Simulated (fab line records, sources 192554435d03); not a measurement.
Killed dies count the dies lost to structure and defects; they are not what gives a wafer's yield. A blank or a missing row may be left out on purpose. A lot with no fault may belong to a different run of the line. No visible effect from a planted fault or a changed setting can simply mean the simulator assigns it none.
fab line records	flow n5-finfet
record lots=6	wafers=18	last-day=18
route steps=1938 shown MIM_TOP_LITHO@1839 MIM_TOP_ETCH@1851
lots untouched by any fault: they come from a run of this same line in which no faults occurred
start-h: start of the lot's first displayed wafer, in hours after the record's first day	wait-h: time in hours since the lot's previous step	" unchanged from the row above	L1.1+2: one row covering several wafers at once	- no value, or no start was given	* or withheld: withheld	< > ~ a bound
route shown NAME@n: a module of which the file shows steps, and the number in the route of the first	usual: the fault-free wafers' mean and standard deviation	same: alike in all rows	chamber/n: place in a boat	sites: each site's reading	_std_site: the standard deviation of these	_edge_site: the outer-site mean with the inner-site mean subtracted	radius-mm: for every site, how far away it sits from the centre of the wafer	mask NAME#n: copy n	behind: the last tool/chamber to shape the wafer	hold: why the lot was held/for how many hours/how that ended	device: the n, p or np transistor that did not switch	end of line: the route-end tests of the same wafers	for a step that has no rows: nothing shown but its recipe	killed: dies lost to structure and defects at the first sort, not the wafer's yield	map: a wafer's dies, x killed, . not, _ none there
set.NAME: the setting the step ran with; set.NAME@STEP: the setting that earlier step ran with	model.NAME: the simulator's own value behind a step, which no gauge read
lots seen at some steps along the route; tables by step, rows by wafer
services: a tool's chamber out of use, with start hour (start-h, from the record's first day; less than 0 if before it), hours out, and reason
## steps
# step N5_MIM_TOP_LITHO_HMDS_01
# recipe time-s=60	temp-c=120
# step N5_MIM_TOP_LITHO_COAT_02
# recipe spin-rpm=*	resist-thk-nm=*
# step N5_MIM_TOP_LITHO_EBR_04
# recipe solvent=PGMEA	ebr-width-mm=1.5
# step N5_MIM_TOP_LITHO_SOFTBAKE_03
# recipe temp-c=100	time-s=90
# step N5_MIM_TOP_LITHO_EXPOSE_05
# recipe mask-id=MIM_TOP	na=0.55	source-shape=conventional	sigma-outer=0.8	polarization=unpolarized	target-cd-nm=2000	dose-mj=20.5
# step N5_MIM_TOP_LITHO_PEB_06
# recipe peb-temp-c=withheld	peb-time-s=*
# step N5_MIM_TOP_LITHO_DEVELOP_07
# recipe develop-time-s=60	rinse-liquid=diw	dry=air-spin	dev-temp-c=21
# step N5_MIM_TOP_LITHO_HARDBAKE_09
# recipe temp-c=130	time-s=120
# step N5_MIM_TOP_LITHO_CD_MEAS_08
# recipe target-cd-nm=2000	landing-energy-ev=500	detector=se-inlens
# usual cd-nm=2000.2/1.9
lot.wafer	tool	chamber	start-h	wait-h	cd-nm
L218.1	cd-sem-01	0	290.20	-	1995.6
L218.4	"	0	"	"	1999.6
L218.5	"	0	"	"	1999.9
L219.3	cd-sem-01	0	303.61	-	2001.6
L219.4	"	0	"	"	2001.7
L219.6	"	0	"	"	2001.4
L230.2	cd-sem-03	0	378.57	-	2000.3
L230.4	"	0	"	"	1997.6
L230.6	"	0	"	"	1999.1
L232.4	cd-sem-03	0	381.18	-	2000.9
L232.5	"	0	"	"	1998.2
L232.6	"	0	"	"	2001.7
L234.1	cd-sem-01	0	412.29	-	2005.3
L234.2	"	0	"	"	2005.3
L234.4	"	0	"	"	2002.0
L237.2	cd-sem-01	0	416.11	-	1997.9
L237.4	"	0	"	"	1999.9
L237.5	"	0	"	"	2001.8
# step N5_MIM_TOP_LITHO_OVL_MEAS_11
# recipe points-per-wafer=44
# usual MIM_TOP_OVL=0/5.5
lot.wafer	tool	chamber	start-h	wait-h	MIM_TOP_OVL[nm]
L218.1	overlay-02	0	290.23	0.0	-3
L218.4	"	0	"	"	-4
L218.5	"	0	"	"	-7
L219.3	overlay-02	0	303.64	0.0	1
L219.4	"	0	"	"	0
L219.6	"	0	"	"	-2
L230.2	overlay-01	0	378.60	0.0	-5
L230.4	"	0	"	"	-1
L230.6	"	0	"	"	-1
L232.4	overlay-01	0	381.21	0.0	1
L232.5	"	0	"	"	2
L232.6	"	0	"	"	5
L234.1	overlay-02	0	412.32	0.0	3
L234.2	"	0	"	"	2
L234.4	"	0	"	"	7
L237.2	overlay-01	0	416.14	0.0	5
L237.4	"	0	"	"	11
L237.5	"	0	"	"	4
# step N5_MIM_TOP_LITHO_INSPECT_12
# recipe mode=adi	inspect-instrument=macro
# usual raw-defect-count=2.1/1.4
lot.wafer	tool	chamber	start-h	wait-h	raw-defect-count
L218.1	defect-inspect-02	-	290.25	0.0	1
L218.4	"	-	"	"	0
L218.5	"	-	"	"	5
L219.3	defect-inspect-01	-	303.66	0.0	1
L219.4	"	-	"	"	1
L219.6	"	-	"	"	3
L230.2	defect-inspect-02	-	378.62	0.0	0
L230.4	"	-	"	"	2
L230.6	"	-	"	"	2
L232.4	defect-inspect-02	-	381.23	0.0	1
L232.5	"	-	"	"	3
L232.6	"	-	"	"	7
L234.1	defect-inspect-01	-	412.34	0.0	1
L234.2	"	-	"	"	1
L234.4	"	-	"	"	0
L237.2	defect-inspect-01	-	416.16	0.0	3
L237.4	"	-	"	"	3
L237.5	"	-	"	"	1
# step N5_MIM_TOP_LITHO_DESCUM_10
# recipe chemistry=O2	time-s=7.9	source-power-w=50	bias-power-w=20	pressure-mtorr=20	rf-frequency-hz=2.712e+07	temp-c=40	o2-flow-sccm=225
# usual chamber-pressure-mTorr=20.000/0.017	drypump-motor-current-A=5.7/0.44	o2-flow-sccm=224.9/0.72	oes-product-au=0.83/0.073	rf-vpp-V=243.2/1.3	showerhead-plenum-p-Torr=2.08/0.068	temp-c=39.99/0.11	throttle-valve-pct=20.28/0.2
lot.wafer	tool	chamber	start-h	wait-h	chamber-pressure-mTorr	drypump-motor-current-A	o2-flow-sccm	oes-product-au	rf-hours-counter-h	rf-vpp-V	showerhead-plenum-p-Torr	temp-c	throttle-valve-pct
L218.1	rie-diel-05	2	290.29	0.0	19.977	6.5	224.1	0.93	18	242.5	2.14	39.95	20.39
L218.4	"	3	"	"	19.990	5.2	223.9	0.83	72	245.6	2.20	40.02	20.30
L218.5	"	2	"	"	20.016	6.5	225.0	0.95	-	243.1	2.14	39.88	20.39
L219.3	rie-diel-05	1	303.69	0.0	19.995	5.6	224.4	0.80	89	242.6	2.02	40.03	20.49
L219.4	"	3	"	"	20.004	5.2	225.0	0.83	76	244.6	2.20	39.99	20.31
L219.6	"	0	"	"	19.991	5.8	223.7	0.84	-	242.2	2.02	40.25	20.30
L230.2	rie-diel-05	1	378.66	0.0	20.013	5.6	225.2	0.77	114	242.4	2.02	40.10	20.53
L230.4	"	0	"	"	20.010	5.8	223.5	0.80	96	242.4	2.01	40.14	20.33
L230.6	"	1	"	"	20.036	5.6	225.0	0.76	-	242.3	2.02	40.14	20.52
L232.4	rie-diel-05	2	381.27	0.0	20.011	6.5	224.9	0.89	47	244.8	2.13	39.95	20.42
L232.5	"	0	"	"	20.014	5.8	224.8	0.81	-	242.5	2.01	40.13	20.34
L232.6	"	3	"	"	19.998	5.2	224.8	0.80	-	244.4	2.19	39.89	20.35
L234.1	rie-diel-05	0	412.38	0.0	19.998	5.7	224.5	0.79	106	243.4	2.01	40.12	20.35
L234.2	"	3	"	"	20.010	5.2	225.2	0.79	110	243.7	2.19	39.99	20.35
L234.4	"	2	"	"	20.002	6.5	225.4	0.86	59	242.5	2.12	39.96	20.45
L237.2	rie-diel-02	0	416.20	0.0	19.980	5.8	225.5	0.95	11	244.2	2.23	39.96	20.04
L237.4	"	3	"	"	19.982	5.6	225.8	0.80	96	242.4	2.10	39.83	20.14
L237.5	"	1	"	"	20.020	5.3	224.9	0.77	-	244.6	2.10	39.85	20.37
# step N5_MIM_TOP_ETCH_ETCH_00
# recipe chemistry=Cl2/BCl3	target=TiN	target-depth-a=385	ion-energy-ev=150	pressure-mtorr=10	icp-w=1000	bias-w=126	Cl2_flow_sccm=53.25	bcl3-flow-sccm=21.75	Ar_flow_sccm=25
# usual bias-w=125.9/0.4	chamber-pressure-mTorr=9.999/0.0094	drypump-motor-current-A=6.03/0.26	mfc-cl2-sccm=53.27/0.16	oes-product-au=0.82/0.09	throttle-valve-pct=22.71/0.18
lot.wafer	tool	chamber	start-h	wait-h	bias-w	chamber-pressure-mTorr	drypump-motor-current-A	mfc-cl2-sccm	oes-product-au	rf-hours-counter-h	throttle-valve-pct	model.etch.depth-nm	model.MIM_TOP_ETCH.feature-depth-nm	model.MIM_TOP_ETCH.cd-offset-nm
L218.1	rie-metal-01	1	290.37	0.1	126.1	10.003	6.17	53.24	0.91	10	22.65	38.94	39	0
L218.4	"	1	"	"	125.8	9.994	6.15	53.25	0.91	-	22.65	39.05	39	0
L218.5	"	0	"	"	125.6	10.001	6.29	53.04	0.75	-	22.59	38.27	38.2	0
L219.3	rie-metal-01	1	303.82	0.1	125.5	10.000	6.16	53.35	0.89	-	22.66	38.75	38.8	0
L219.4	"	0	"	"	126.1	10.005	6.24	53.15	0.73	-	22.60	37.92	38	-0.2
L219.6	"	1	"	"	126.5	9.990	6.17	53.26	0.90	-	22.66	38.72	38.8	-0.2
L230.2	rie-metal-01	1	378.74	0.1	126.3	10.012	6.13	53.44	1.02	19	22.66	50.58	50.6	-0.6
L230.4	"	1	"	"	126.2	9.989	6.16	53.15	1.03	-	22.65	50.88	50.8	-0.6
L230.6	"	1	"	"	126.2	10.001	6.15	53.09	0.86	-	22.67	38.93	39	0
L232.4	rie-metal-01	1	381.39	0.1	126.0	10.003	6.18	53.15	1.02	-	22.66	50.05	50	-0.6
L232.5	"	1	"	"	125.8	9.998	6.20	53.32	0.86	-	22.67	38.83	38.8	0
L232.6	"	0	"	"	125.8	10.003	6.24	53.09	0.72	-	22.62	38.44	38.4	0
L234.1	rie-metal-03	1	412.46	0.1	125.9	10.000	5.98	53.37	0.74	55	22.78	37.5	37.4	0.2
L234.2	"	0	"	"	125.1	9.993	6.16	53.46	0.88	9	22.43	38.17	38.2	0.2
L234.4	"	1	"	"	126.0	10.010	5.99	53.04	0.74	-	22.77	37.53	37.6	0.4
L237.2	rie-metal-03	1	416.28	0.1	125.6	10.007	5.99	53.23	0.72	55	22.78	36.54	36.6	0
L237.4	"	0	"	"	125.2	9.989	6.14	53.44	0.88	-	22.43	37.22	37.2	0
L237.5	"	0	"	"	125.6	9.996	6.15	53.50	0.88	-	22.43	37.71	37.8	0
# step N5_MIM_TOP_ETCH_STRIP_01
# recipe chemistry=O2	power-w=600	temp-c=60	pressure-mtorr=30	rf-frequency-hz=6e+07	bias-power-w=0	overash-fraction=0.5	o2-flow-sccm=225
# usual chamber-pressure-mTorr=30.01/0.079	drypump-motor-current-A=5.7/0.56	o2-flow-sccm=224.9/0.59	oes-product-au=0.80/0.089	rf-vpp-V=3.5/1.3	showerhead-plenum-p-Torr=2.09/0.064	temp-c=59.99/0.12	throttle-valve-pct=16.66/0.25
lot.wafer	tool	chamber	start-h	wait-h	chamber-pressure-mTorr	drypump-motor-current-A	o2-flow-sccm	oes-product-au	rf-hours-counter-h	rf-vpp-V	showerhead-plenum-p-Torr	temp-c	throttle-valve-pct
L218.1	rie-diel-01	1	290.51	0.1	30.02	4.9	225.6	0.67	226	2.8	2.14	59.72	16.75
L218.4	"	2	"	"	30.09	6.0	225.5	0.76	119	3.9	2.09	60.06	16.60
L218.5	"	2	"	"	29.91	6.0	224.5	0.77	-	4.4	2.09	59.99	16.57
L219.3	rie-diel-03	1	303.92	0.1	29.98	5.7	224.7	0.87	61	7.1	2.13	60.03	16.49
L219.4	"	0	"	"	30.02	6.5	225.3	0.91	-	2.8	2.15	59.98	16.31
L219.6	"	2	"	"	29.91	6.6	225.3	0.92	-	2.2	2.06	60.08	16.59
L230.2	rie-diel-01	2	378.88	0.1	30.02	6.0	225.4	0.75	150	4.6	2.08	59.73	16.68
L230.4	"	3	"	"	30.12	5.9	224.7	0.72	-	3.2	2.00	60.06	16.98
L230.6	"	2	"	"	30.08	6.0	224.0	0.74	-	1.6	2.08	59.98	16.64
L232.4	rie-diel-06	1	381.49	0.1	29.91	5.0	224.8	0.93	13	2.3	2.07	59.96	16.41
L232.5	"	1	"	"	29.96	5.0	225.0	0.96	-	4.0	2.06	60.13	16.37
L232.6	"	0	"	"	29.95	6.2	224.4	0.70	-	6.2	1.98	59.95	16.94
L234.1	rie-diel-01	2	412.60	0.1	30.02	6.0	224.5	0.72	160	2.5	2.07	60.06	16.65
L234.2	"	0	"	"	29.82	5.2	224.0	0.71	217	4.7	2.07	60.02	17.09
L234.4	"	1	"	"	30.10	4.9	225.6	0.91	-	2.6	2.13	60.05	16.20
L237.2	rie-diel-03	2	416.42	0.1	30.03	6.6	225.2	0.86	49	4.7	2.06	60.15	16.62
L237.4	"	0	"	"	29.91	6.5	225.8	0.86	64	2.7	2.14	59.93	16.38
L237.5	"	0	"	"	29.87	6.5	224.8	0.88	-	7.2	2.14	59.83	16.40
## services
tool	chamber	start-h	hours	kind
rie-diel-03	2	266.47	4.2	repair
rie-metal-01	1	276.01	6.2	repair
rie-diel-06	1	290.13	8.6	repair
rie-diel-01	-	294.76	1.2	repair
rie-diel-03	3	303.82	-	clean
rie-diel-03	3	303.82	-	consumable-replace:focus-ring
rie-diel-03	3	303.82	16.7	scheduled-down
rie-diel-03	3	303.82	16.7	vent-cycle
rie-diel-05	-	312.36	2.8	pm
rie-diel-02	-	344.64	0.3	repair
rie-metal-03	-	350.73	2.8	pm
rie-diel-05	3	351.58	8.8	repair
rie-diel-03	-	357.61	13.2	repair
rie-diel-01	1	363.69	-	clean
rie-diel-01	1	363.69	-	consumable-replace:focus-ring
rie-diel-01	1	363.69	20.8	scheduled-down
rie-diel-01	1	363.69	20.8	vent-cycle
rie-diel-06	-	363.75	0.3	repair
rie-diel-05	2	364.74	10.6	repair
rie-diel-01	3	401.32	-	clean
rie-diel-01	3	401.32	-	consumable-replace:focus-ring
rie-diel-01	3	401.32	-	consumable-replace:showerhead
rie-diel-01	3	401.32	17.0	scheduled-down
rie-diel-01	3	401.32	17.0	vent-cycle
## key
first-sign step=N5_MIM_TOP_ETCH_ETCH_00	reading=oes-product-au	direction=up	sigmas=2.3	usual=0.82	struck=1.02
effect none on later readings
model-effect step=N5_MIM_TOP_ETCH_ETCH_00	value=etch.depth-nm	without=38.83	struck=50.5
met-at N5_MIM_TOP_ETCH_ETCH_00
struck-wafers L230.2,L230.4,L232.4
onset-between 303.82 378.74
fault kind=process-parameter-drift	tool=rie-metal-01	chamber=-	onset-h=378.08	steps=N5_MIM_TOP_ETCH_ETCH_00	channel=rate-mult	offset=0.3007	shape=step	end-h=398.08	scope=struck-wafers-only
